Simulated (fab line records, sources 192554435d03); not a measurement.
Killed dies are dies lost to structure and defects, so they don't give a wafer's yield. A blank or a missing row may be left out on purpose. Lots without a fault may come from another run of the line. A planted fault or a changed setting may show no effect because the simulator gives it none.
fab line records | flow n5_finfet
record lots=7 wafers=39
route steps=1938 shown ZERO_LAYER@11 FIN_SAQP@130 SD_EPI_P@321 MOL_CONTACT_COAG@542 BEOL_M2@857
start_h: hours from the record's first day to the start of the lot's first wafer shown | wait_h: hours since the lot's step before | " the same as in the row above | L1.1+2: a row that stands for several wafers | - no value, or no start given | * or withheld: withheld | < > ~ a bound
route shown NAME@n: a module of which the file shows steps, and the number in the route of the first | usual: mean/standard deviation of fault-free wafers | same: alike in all rows | chamber/n: place in a boat | sites: the reading at each site | _std_site: their standard deviation | _edge_site: outer sites' mean less inner sites' | radius_mm: how far each site lies from the wafer's centre | mask NAME#n: copy n | behind: the tool/chamber that last shaped the wafer | hold: why the lot was held/for how many hours/how that ended | device: the transistor (n, p or np) that didn't switch | end of line: the same wafers' tests at the end of the route | a step without rows: its recipe alone | killed: dies lost to structure and defects at the first sort, not the wafer's yield | map: a wafer's dies, x killed, . not, _ none there
set.NAME: the setting as run; set.NAME@STEP: as run at that earlier step | model.NAME: the simulator's own value behind a step, which no gauge read
lots whose settings were changed on purpose; a table a step, a row a wafer
## steps
# step N5_ZERO_LAYER_DEVELOP_10
# recipe develop_time_s=60 rinse_liquid=diw dry=air_spin dev_temp_c=21
# columns lot.wafer tool chamber start_h wait_h set.develop_time_s
L079.1+3+4 litho_track-05 0 - - 89.55
L079.2+5+6 " 0 " " 60
L081.1+3+4 litho_track-05 0 - - 40.19
L081.2+5+6 " 0 " " 60
L085.1+3+6 litho_track-05 0 - - 80.9
L085.2+4+5 " 0 " " 60
L086.1+4+5 litho_track-03 0 - - 85.34
L086.2+3+6 " 0 " " 60
L087.1+2+3+4+5+6 litho_track-05 0 - - 60
L091.1+4+6 litho_track-05 0 - - 79.64
L091.2+3+5 " 0 " " 60
L094.1+3+4 litho_track-03 0 - - 60
# step N5_ZERO_LAYER_HARDBAKE_23
# recipe temp_c=130 time_s=120
# step N5_ZERO_LAYER_CD_MEAS_11
# recipe target_cd_nm=2000 landing_energy_ev=500 detector=se_inlens
# usual cd_nm=2000.5/1.5
# columns lot.wafer tool chamber start_h wait_h set.develop_time_s@ZERO_LAYER_DEVELOP_10 cd_nm
L079.1 cd_sem-02 0 42.77 - 89.55 2008.9
L079.2 " 0 " " 60 1998.5
L079.3 " 0 " " 89.55 2006.6
L079.4 " 0 " " 89.55 2007.1
L079.5 " 0 " " 60 2001.4
L079.6 " 0 " " 60 1997.7
L081.1 cd_sem-03 0 54.66 - 40.19 1992.1
L081.2 " 0 " " 60 2003.0
L081.3 " 0 " " 40.19 1994.9
L081.4 " 0 " " 40.19 1992.1
L081.5 " 0 " " 60 2001.2
L081.6 " 0 " " 60 2001.9
L085.1 cd_sem-02 0 78.77 - 80.9 2008.5
L085.2 " 0 " " 60 2002.7
L085.3 " 0 " " 80.9 2008.8
L085.4 " 0 " " 60 2002.6
L085.5 " 0 " " 60 2003.1
L085.6 " 0 " " 80.9 2006.5
L086.1 cd_sem-03 0 84.78 - 85.34 2009.7
L086.2 " 0 " " 60 1999.1
L086.3 " 0 " " 60 2001.3
L086.4 " 0 " " 85.34 2009.7
L086.5 " 0 " " 85.34 2007.5
L086.6 " 0 " " 60 1999.7
L087.1 cd_sem-03 0 90.66 - 60 2003.2
L087.2 " 0 " " 60 2000.7
L087.3 " 0 " " 60 2002.1
L087.4 " 0 " " 60 2000.4
L087.5 " 0 " " 60 2001.1
L087.6 " 0 " " 60 2002.4
L091.1 cd_sem-01 0 114.64 - 79.64 2006.5
L091.2 " 0 " " 60 2001.6
L091.3 " 0 " " 60 2001.5
L091.4 " 0 " " 79.64 2005.4
L091.5 " 0 " " 60 2001.3
L091.6 " 0 " " 79.64 2007.1
L094.1 cd_sem-02 0 132.78 - 60 2002.0
L094.3 " 0 " " 60 2001.1
L094.4 " 0 " " 60 2002.9
# step N5_FIN_SAQP_ETCH_65
# recipe chemistry=CF4 target=SiO2 target_depth_a=40 ion_energy_ev=350 time_s=4.4 pressure_mtorr=10 icp_w=800 bias_w=400 cf4_flow_sccm=80
# columns lot.wafer tool chamber start_h wait_h set.time_s model.etch.depth_nm
L079.1 rie_si-04 3 54.59 0.1 4.4 4.048
L079.2 " 1 " " 6.582 6.079
L079.3 " 2 " " 6.582 6.111
L079.4 " 0 " " 4.4 4.019
L079.5 " 1 " " 6.582 6.117
L079.6 " 0 " " 4.4 4.043
L081.1 rie_si-01 2 67.17 0.1 4.4 4.068
L081.2 " 0 " " 4.4 4.028
L081.3 " 3 " " 4.4 3.957
L081.4 " 1 " " 1.817 1.673
L081.5 " 0 " " 1.817 1.654
L081.6 " 1 " " 1.817 1.665
L085.1 rie_si-04 1 92.53 0.1 4.4 4.055
L085.2 " 3 " " 4.4 3.983
L085.3 " 0 " " 6.315 5.782
L085.4 " 2 " " 6.315 5.754
L085.5 " 1 " " 6.315 5.873
L085.6 " 2 " " 4.4 4.002
L086.1+5 rie_si-04 3,0 95.68 0.1 4.4 4.044
L086.2 " 2 " " 4.4 4.013
L086.3 " 1 " " 4.4 4.098
L086.4 " 0 " " 4.4 4.05
L086.6 " 1 " " 4.4 4.137
L087.1 rie_si-01 0 103.11 0.1 4.4 4.028
L087.2 " 3 " " 4.4 3.938
L087.3 " 2 " " 2.981 2.684
L087.4 " 1 " " 2.981 2.755
L087.5 " 3 " " 4.4 3.919
L087.6 " 2 " " 2.981 2.745
L091.1 rie_si-04 2 125.58 0.1 1.821 1.666
L091.2 " 0 " " 1.821 1.662
L091.3 " 1 " " 4.4 4.098
L091.4 " 3 " " 4.4 4.015
L091.5 " 2 " " 1.821 1.672
L091.6 " 1 " " 4.4 4.091
L094.1 rie_si-03 0 146.07 0.1 4.4 4.005
L094.3 " 3 " " 4.4 4.068
L094.4 " 2 " " 4.4 3.944
# step N5_SD_EPI_P_EPI_21
# recipe material=SiGe:B dopant=B temp_c=550 pressure_torr=20 ambient=H2 time_s=355
# columns lot.wafer tool chamber start_h wait_h set.time_s model.SiGe-B_of_SD_EPI_P_EPI_21.thk_nm
L079.1+6 epi_rpcvd-04 0 86.70 0.2 355 61
L079.2 " 0 " " 510.8 78.4
L079.3 " 0 " " 355 60.4
L079.4 " 0 " " 510.8 79
L079.5 " 0 " " 510.8 79.2
L081.1 epi_rpcvd-02 0 97.13 0.1 516.2 80
L081.2 " 0 " " 355 61.4
L081.3 " 0 " " 355 60.8
L081.4 " 0 " " 516.2 79.2
L081.5 " 0 " " 355 61
L081.6 " 0 " " 516.2 78.6
L085.1+2+6 epi_rpcvd-02 0 123.28 0.1 355 60.4
L085.3 " 0 " " 355 59.6
L085.4 " 0 " " 355 60
L085.5 " 0 " " 355 60.2
L086.1+5 epi_rpcvd-02 0 128.51 0.1 355 60
L086.2+3+4+6 " 0 " " 355 59.8
L087.1 epi_rpcvd-03 0 135.61 0.1 494.1 76
L087.2+5 " 0 " " 355 60.4
L087.3 " 0 " " 494.1 77
L087.4 " 0 " " 494.1 76.4
L087.6 " 0 " " 355 61
L091.1 epi_rpcvd-02 0 161.42 0.2 355 61.2
L091.2 " 0 " " 261.5 48.4
L091.3 " 0 " " 355 61
L091.4 " 0 " " 261.5 48.6
L091.5 " 0 " " 355 60
L091.6 " 0 " " 261.5 49
L094.1+3 epi_rpcvd-02 0 181.24 0.1 355 61
L094.4 " 0 182.32 1.1 355 60.6
# step N5_SD_EPI_P_EPI_MEAS_23
# recipe mode=xrd
# usual thk_nm=60.9/1.1
# columns lot.wafer tool chamber start_h wait_h set.time_s@SD_EPI_P_EPI_21 thk_nm
L079.1 film_metro-01 - 89.61 2.4 355 62.9
L079.2 " - " " 510.8 80.1
L079.3 " - " " 355 61.2
L079.4 " - " " 510.8 79.1
L079.5 " - " " 510.8 80.5
L079.6 " - " " 355 60.5
L081.1 film_metro-02 - 99.33 1.8 516.2 81.0
L081.2 " - " " 355 60.9
L081.3 " - " " 355 60.7
L081.4 " - " " 516.2 79.7
L081.5 " - " " 355 60.9
L081.6 " - " " 516.2 78.6
L085.1 film_metro-02 - 125.47 1.8 355 61.0
L085.2 " - " " 355 59.5
L085.3 " - " " 355 57.3
L085.4 " - " " 355 59.1
L085.5 " - " " 355 59.4
L085.6 " - " " 355 59.5
L086.1 film_metro-02 - 130.71 1.8 355 59.8
L086.2 " - " " 355 60.7
L086.3 " - " " 355 60.0
L086.4 " - " " 355 58.6
L086.5 " - " " 355 60.2
L086.6 " - " " 355 59.9
L087.1 film_metro-02 - 137.81 1.8 494.1 77.8
L087.2 " - " " 355 59.2
L087.3 " - " " 494.1 76.2
L087.4 " - " " 494.1 78.1
L087.5 " - " " 355 60.9
L087.6 " - " " 355 62.2
L091.1 film_metro-02 - 164.33 2.4 355 60.4
L091.2 " - " " 261.5 49.5
L091.3 " - " " 355 61.8
L091.4 " - " " 261.5 48.0
L091.5 " - " " 355 60.2
L091.6 " - " " 261.5 48.0
L094.1 film_metro-02 - 183.44 1.8 355 59.6
L094.3 " - " " 355 61.0
L094.4 " - " " 355 62.0
# step N5_MOL_CONTACT_COAG_PRECLEAN_111
# recipe chemistry=NF3:NH3 afs_cycles=1 temp_c=30 time_s=20 sublimation_temp_c=180 sublimation_time_s=60 pressure_torr=3 rf_power_w=30
# columns lot.wafer tool chamber start_h wait_h set.time_s
L079.1+5+6 remote_plasma-01 0 121.38 0.2 20
L079.2+3+4 " 0 " " 29.96
L081.1+4+5 remote_plasma-02 1 131.03 0.9 20
L081.2+3+6 " 1 " " 25.1
L085.1+2+3+4+5+6 remote_plasma-02 0 159.70 0.2 20
L086.1+4+6 remote_plasma-02 0 165.27 1.4 12.07
L086.2+3+5 " 0 " " 20
L087.1+4+5 remote_plasma-02 0 169.76 0.9 20
L087.2+3+6 " 0 " " 25.99
L091.1+2+6 remote_plasma-01 0 194.30 0.2 26.09
L091.3+4+5 " 0 " " 20
L094.1+3+4 remote_plasma-02 0 216.57 1.1 20
# step N5_MOL_CONTACT_COAG_TI_SIL_19
# recipe material=Ti target_thk_a=42 temp_c=200 chamber_pressure_pa=5 power_w=5000 time_s=15
# step N5_MOL_CONTACT_COAG_ALD_20
# recipe material=TiN target_thk_a=15 temp_c=400 ald_precursor_family=TiCl4 ald_co_reactant=NH3 pulse_time_s=1 purge_time_s=3 co_reactant_purge_time_s=2 co_reactant_pulse_time_s=2 ald_cycles=68 pressure_torr=3
# step N5_MOL_CONTACT_COAG_ALD_27
# recipe material=SiOC target_thk_a=170 temp_c=400 ald_precursor_family=carbosiloxane ald_co_reactant=H2-plasma pulse_time_s=1.5 time_s=2720 purge_time_s=2 co_reactant_purge_time_s=2 ald_cycles=340 pressure_torr=2
# step N5_MOL_CONTACT_COAG_CMP_28
# recipe stop_on=SiNx t_overpolish_s=0.85 post_cmp_clean=alkaline_brush down_force_psi=4.15 platen_rpm=51.8 pad_velocity_m_s=1.0307 target_thk_nm=14.522
# step N5_MOL_CONTACT_COAG_THK_MEAS_29
# recipe reads=SiNx_of_GATE_CUT_PECVD_57+SiNx_of_GATE_CUT_SAC_CAP_01
# usual MD_CAP_THK=17.92/0.072
# columns lot.wafer tool chamber start_h wait_h set.time_s@MOL_CONTACT_COAG_PRECLEAN_111 MD_CAP_THK[nm]
L079.1 film_metro-02 - 130.87 - 20 17.94
L079.2 " - " " 29.96 17.65
L079.3 " - " " 29.96 17.61
L079.4 " - " " 29.96 17.59
L079.5 " - " " 20 17.95
L079.6 " - " " 20 17.88
L081.1 film_metro-01 - 137.21 - 20 18.02
L081.2 " - " " 25.1 17.83
L081.3 " - " " 25.1 17.74
L081.4 " - " " 20 18.02
L081.5 " - " " 20 17.94
L081.6 " - " " 25.1 17.93
L085.1 film_metro-01 - 169.40 - 20 18.01
L085.2 " - " " 20 18.01
L085.3 " - " " 20 17.92
L085.4 " - " " 20 17.92
L085.5 " - " " 20 17.97
L085.6 " - " " 20 17.91
L086.1 film_metro-02 - 173.88 - 12.07 18.27
L086.2 " - " " 20 17.89
L086.3 " - " " 20 17.93
L086.4 " - " " 12.07 18.21
L086.5 " - " " 20 18.07
L086.6 " - " " 12.07 18.08
L087.1 film_metro-01 - 176.83 - 20 17.95
L087.2 " - " " 25.99 17.64
L087.3 " - " " 25.99 17.76
L087.4 " - " " 20 17.92
L087.5 " - " " 20 17.84
L087.6 " - " " 25.99 17.70
L091.1 film_metro-02 - 201.52 - 26.09 17.69
L091.2 " - " " 26.09 17.76
L091.3 " - " " 20 17.91
L091.4 " - " " 20 17.93
L091.5 " - " " 20 17.95
L091.6 " - " " 26.09 17.74
L094.1 film_metro-02 - 222.63 - 20 17.91
L094.3 " - " " 20 17.90
L094.4 " - " " 20 17.86
# step N5_MOL_CONTACT_COAG_ALD_131
# recipe material=SiO2 target_thk_a=50 temp_c=100 ald_precursor_family=BDEAS ald_co_reactant=O2-plasma pulse_time_s=1 co_reactant_pulse_time_s=1 purge_time_s=2 co_reactant_purge_time_s=2 ald_cycles=35 pressure_torr=2
# columns lot.wafer tool chamber start_h wait_h set.ald_cycles model.SiO2_of_MOL_CONTACT_COAG_ALD_131.thk_nm
L079.1+2 ald_sin-02 1,2 132.18 0.1 44 6.4
L079.3+4+6 " 0,3,1 " " 35 5
L079.5 " 0 " " 44 6.2
L081.1+3+6 ald_sin-03 3,0,2 138.77 0.3 51 7.2
L081.2+4+5 " 1,2,3 " " 35 5
L085.1+4+6 ald_sin-04 1,2,0 170.54 0.1 35 5
L085.2+3 " 2,0 " " 54 7.8
L085.5 " 1 " " 54 7.6
L086.1+3+4 ald_sin-03 1,0,2 175.33 0.1 44 6.2
L086.2+5+6 " 3,3,0 " " 35 5
L087.1+3+5 ald_sin-04 2,1,3 178.06 0.1 35 5
L087.2+4+6 " 3,0,0 " " 49 7
L091.1+2+3+4+5+6 ald_sin-04 2,3,1,1,3,2 203.55 0.1 35 5
L094.1+3+4 ald_sin-02 0,3,1 224.78 1.1 35 5
# step N5_MOL_CONTACT_COAG_ETCHBACK_132
# recipe chemistry=CHF3 target=SiO2 target_depth_a=100 time_s=6.7 ion_energy_ev=200 pressure_mtorr=30 source_w=610 bias_w=170 Ar_flow_sccm=200 CHF3_flow_sccm=50
# step N5_MOL_CONTACT_COAG_ETCH_91
# recipe chemistry=N2/H2 target=SOC target_depth_a=600 overetch_a=210 mask_material=SiARC temp_c=40 time_s=101.2 ion_energy_ev=200 pressure_mtorr=30 source_w=840 bias_w=150 n2_flow_sccm=200 h2_flow_sccm=200
# step N5_MOL_CONTACT_COAG_VIA_ETCH_46
# recipe chemistry=C4F6/O2 target_depth_a=460 overetch_a=92 mask_material=SOC target=SiO2 bias_w=455 pressure_mtorr=10 time_s=40 source_w=325 Ar_flow_sccm=300 C4F6_flow_sccm=10 O2_flow_sccm=10 ion_energy_ev=575.3 ends=end_point
# step N5_MOL_CONTACT_COAG_STRIP_96
# recipe chemistry=N2/H2 power_w=500 temp_c=40 pressure_mtorr=50 rf_frequency_hz=6e+07 overash_fraction=0.3 bias_power_w=28 h2_frac=0.5 n2_flow_sccm=300 h2_flow_sccm=300
# step N5_MOL_CONTACT_COAG_ETCH_47
# recipe chemistry=CH3F/O2 target=SiNx target_depth_a=270 mask_material=SiO2 stop_on=W over_etch_frac=0.2 ion_energy_ev=120 endpoint=OES-CN pressure_mtorr=30 source_w=395 bias_w=73 Ar_flow_sccm=150 CH3F_flow_sccm=30 O2_flow_sccm=20 ends=end_point
# columns lot.wafer tool chamber start_h wait_h set.time_s@MOL_CONTACT_COAG_PRECLEAN_111 model.etch.depth_nm
L079.1 rie_diel-04 2 132.76 0.0 20 17.93
L079.2 " 1 " " 29.96 17.69
L079.3 " 0 " " 29.96 17.63
L079.4 " 3 " " 29.96 17.64
L079.5 " 2 " " 20 17.95
L079.6 " 1 " " 20 17.89
L081.1 rie_diel-02 1 139.22 0.0 20 17.97
L081.2 " 3 " " 25.1 17.84
L081.3 " 2 " " 25.1 17.76
L081.4 " 0 " " 20 17.98
L081.5 " 0 " " 20 17.91
L081.6 " 1 " " 25.1 17.94
L085.1 rie_diel-02 2 171.21 0.0 20 18.01
L085.2 " 3 " " 20 18
L085.3 " 1 " " 20 17.96
L085.4 " 2 " " 20 17.88
L085.5 " 3 " " 20 17.95
L085.6 " 1 " " 20 17.92
L086.1 rie_diel-02 2 175.78 0.0 12.07 18.25
L086.2 " 1 " " 20 17.91
L086.3 " 3 " " 20 17.95
L086.4 " 1 " " 12.07 18.23
L086.5 " 2 " " 20 18.05
L086.6 " 3 " " 12.07 18.13
L087.1 rie_diel-06 0 178.50 0.0 20 17.9
L087.2 " 2 " " 25.99 17.7
L087.3 " 3 " " 25.99 17.73
L087.4 " 3 " " 20 17.94
L087.5 " 0 " " 20 17.85
L087.6 " 2 " " 25.99 17.75
L091.1 rie_diel-04 2 204.10 0.0 26.09 17.68
L091.2 " 3 " " 26.09 17.75
L091.3 " 1 " " 20 17.9
L091.4 " 0 " " 20 17.92
L091.5 " 0 " " 20 17.94
L091.6 " 3 " " 26.09 17.72
L094.1 rie_diel-04 0 225.36 0.0 20 17.95
L094.3 " 1 " " 20 17.85
L094.4 " 2 " " 20 17.82
# step N5_BEOL_M2_DESCUM_16
# recipe chemistry=O2 time_s=7 source_power_w=50 bias_power_w=20 pressure_mtorr=20 rf_frequency_hz=2.712e+07 temp_c=40 resist=CAR-EUV o2_flow_sccm=225
# columns lot.wafer tool chamber start_h wait_h set.time_s model.CAR-EUV_of_BEOL_M2_COAT_05.thk_nm
L079.1+2+3+5+6 rie_diel-04 0,1,2,1,2 160.02 0.0 7 26
L079.4 " 3 " " 7 26.2
L081.1+5+6 rie_diel-04 0,2,3 180.07 0.1 9.587 24.8
L081.2+3+4 " 3,1,2 " " 7 26.2
L085.1+3+4+5+6 rie_diel-06 3,2,0,2,3 204.12 0.4 7 26.2
L085.2 " 1 " " 7 26.4
L086.1+5+6 rie_diel-04 2,0,3 208.12 0.2 11.18 24
L086.2+3+4 " 0,3,1 " " 7 26
L087.1+2+4 rie_diel-06 0,3,2 213.15 0.2 7 26
L087.3 " 1 " " 10.98 24.2
L087.5+6 " 3,2 " " 10.98 24
L091.1 rie_diel-06 2 235.34 1.6 9.651 25
L091.2+3+6 " 1,3,1 " " 7 26.2
L091.4+5 " 0 " " 9.651 24.8
L094.1+3+4 rie_diel-04 3,0,2 267.99 0.4 7 26
# step N5_BEOL_M2_ETCH_74
# recipe chemistry=N2/H2 target=underlayer target_depth_a=65 mask_material=CAR-EUV time_s=5.2 ion_energy_ev=200 pressure_mtorr=30 source_w=840 bias_w=150 n2_flow_sccm=200 h2_flow_sccm=200 ends=cleared
# columns lot.wafer tool chamber start_h wait_h set.time_s@BEOL_M2_DESCUM_16 model.BEOL_M2.cd_offset_nm
L079.1+2+3+5 rie_diel-04 0,1,2,1 160.06 0.0 7 0.2
L079.4+6 " 3,2 " " 7 0.4
L081.1+5+6 rie_diel-04 0,2,3 180.10 0.0 9.587 0.4
L081.2+3+4 " 3,1,2 " " 7 0.2
L085.1+3+5+6 rie_diel-06 3,2,2,3 204.15 0.0 7 0
L085.2+4 " 1,0 " " 7 0.2
L086.1+5 rie_diel-04 2,0 208.16 0.0 11.18 0.4
L086.2+4 " 0,1 " " 7 -0.2
L086.3 " 3 " " 7 0
L086.6 " 3 " " 11.18 0.6
L087.1+4 rie_diel-06 0,2 213.18 0.0 7 0.2
L087.2 " 3 " " 7 0
L087.3+5+6 " 1,3,2 " " 10.98 0.6
L091.1 rie_diel-06 2 235.37 0.0 9.651 0.4
L091.2 " 1 " " 7 -0.4
L091.3 " 3 " " 7 -0.2
L091.4+5 " 0 " " 9.651 0.2
L091.6 " 1 " " 7 0
L094.1+4 rie_diel-04 3,2 268.03 0.0 7 0
L094.3 " 0 " " 7 -0.2
## key
split step=N5_ZERO_LAYER_DEVELOP_10 setting=develop_time_s stated=60 by=wafer
response step=N5_ZERO_LAYER_CD_MEAS_11 reading=cd_nm change=+0.188 per=1% r=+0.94
split step=N5_FIN_SAQP_ETCH_65 setting=time_s stated=4.4 by=wafer
response step=N5_FIN_SAQP_ETCH_65 reading=model.etch.depth_nm change=+0.0407 per=1% r=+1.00
split step=N5_SD_EPI_P_EPI_21 setting=time_s stated=355 by=wafer
response step=N5_SD_EPI_P_EPI_21 reading=model.SiGe-B_of_SD_EPI_P_EPI_21.thk_nm change=+0.412 per=1% r=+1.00
response step=N5_SD_EPI_P_EPI_MEAS_23 reading=thk_nm change=* per=1% r=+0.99
split step=N5_MOL_CONTACT_COAG_PRECLEAN_111 setting=time_s stated=20 by=wafer
response step=N5_MOL_CONTACT_COAG_THK_MEAS_29 reading=MD_CAP_THK change=-0.00621 per=1% r=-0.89
response step=N5_MOL_CONTACT_COAG_ETCH_47 reading=model.etch.depth_nm change=-0.0056 per=1% r=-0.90
split step=N5_MOL_CONTACT_COAG_ALD_131 setting=ald_cycles stated=35 by=wafer
response step=N5_MOL_CONTACT_COAG_ALD_131 reading=model.SiO2_of_MOL_CONTACT_COAG_ALD_131.thk_nm change=+0.0495 per=1% r=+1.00
split step=N5_BEOL_M2_DESCUM_16 setting=time_s stated=7 by=wafer
response step=N5_BEOL_M2_DESCUM_16 reading=model.CAR-EUV_of_BEOL_M2_COAT_05.thk_nm change=-0.0345 per=1% r=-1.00
response step=N5_BEOL_M2_ETCH_74 reading=model.BEOL_M2.cd_offset_nm change=+0.00911 per=1% r=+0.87
